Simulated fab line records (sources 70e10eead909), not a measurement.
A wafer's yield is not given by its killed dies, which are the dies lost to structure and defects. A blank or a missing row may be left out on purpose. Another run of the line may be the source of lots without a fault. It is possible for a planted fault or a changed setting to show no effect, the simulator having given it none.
Matching of chambers ; flow nand-harc ; NHARC_A_M0_ETCH_34 on rie-diel-05: 4 sister chambers
The step etches the open film in N2/H2, target depth 40 nm, overetch 12 nm, time 43.94 s. 16 wafers are shown with their chamber, then 8 later ones without.

== WAFERS, EACH WITH ITS CHAMBER ==
wafer;chamber;drypump-motor-current-A (A);rf-vpp-V (V);oes-product-au (a.u.)
L080.3;0;5.2;435.1;0.999
L080.4;2;5.6;428.9;1.009
L080.6;0;5.3;433.9;1.004
L083.1;0;5.2;434.4;0.994
L083.3;3;6.2;432.6;1.004
L083.6;3;6.2;432.9;1.005
L086.1;0;5.2;433.5;0.997
L086.4;2;5.6;428.1;0.998
L086.6;0;5.2;435.0;0.996
L087.3;1;5.4;432.4;0.995
L087.4;0;5.2;435.1;0.990
L087.6;2;5.6;428.3;0.998
L089.1;0;5.2;433.1;0.994
L089.2;1;5.5;432.0;0.987
L089.4;3;6.2;433.8;1.006
L092.1;1;5.5;432.7;0.988

SIGNATURES (means of the wafers above)
reading;chamber 0;chamber 1;chamber 2;chamber 3;scatter within a chamber
drypump-motor-current-A;5.214;5.467;5.600;6.200;0.0356
rf-vpp-V;434.300;432.367;428.433;433.100;0.67
oes-product-au;0.99629;0.99000;1.00167;1.00500;0.00445
Rule: distance of a wafer from a chamber = root of the sum over the readings of ((wafer's reading minus chamber's mean) / reading's scatter) squared. The wafer belongs to the nearest chamber; if the next one is less than 2 further off, it can't be placed. The scatter is the square root of a quotient: the sum, over the shown wafers, of each reading's squared deviation from its chamber's mean, divided by wafers minus chambers.

== WAFERS WITH NO CHAMBER GIVEN ==
wafer;drypump-motor-current-A (A);rf-vpp-V (V);oes-product-au (a.u.)
L092.2;6.2;432.0;1.000
L092.3;5.6;429.5;1.014
L095.2;5.6;428.2;1.003
L095.4;5.2;432.4;0.997
L095.6;5.4;433.4;0.995
L097.1;5.2;433.9;1.001
L097.2;5.6;430.8;0.996
L097.6;5.6;429.1;1.009

== EACH ONE'S CHAMBER ==
wafer;from the rows above;in truth
L092.2;3;3
L092.3;2;2
L095.2;2;2
L095.4;0;0
L095.6;1;1
L097.1;0;0
L097.2;can't be placed: 2 or 1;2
L097.6;2;2
Placed correctly: 7 of 8. These rows do not allow placing 1 (true chamber among the candidates in 1). Number placed wrongly: 0.
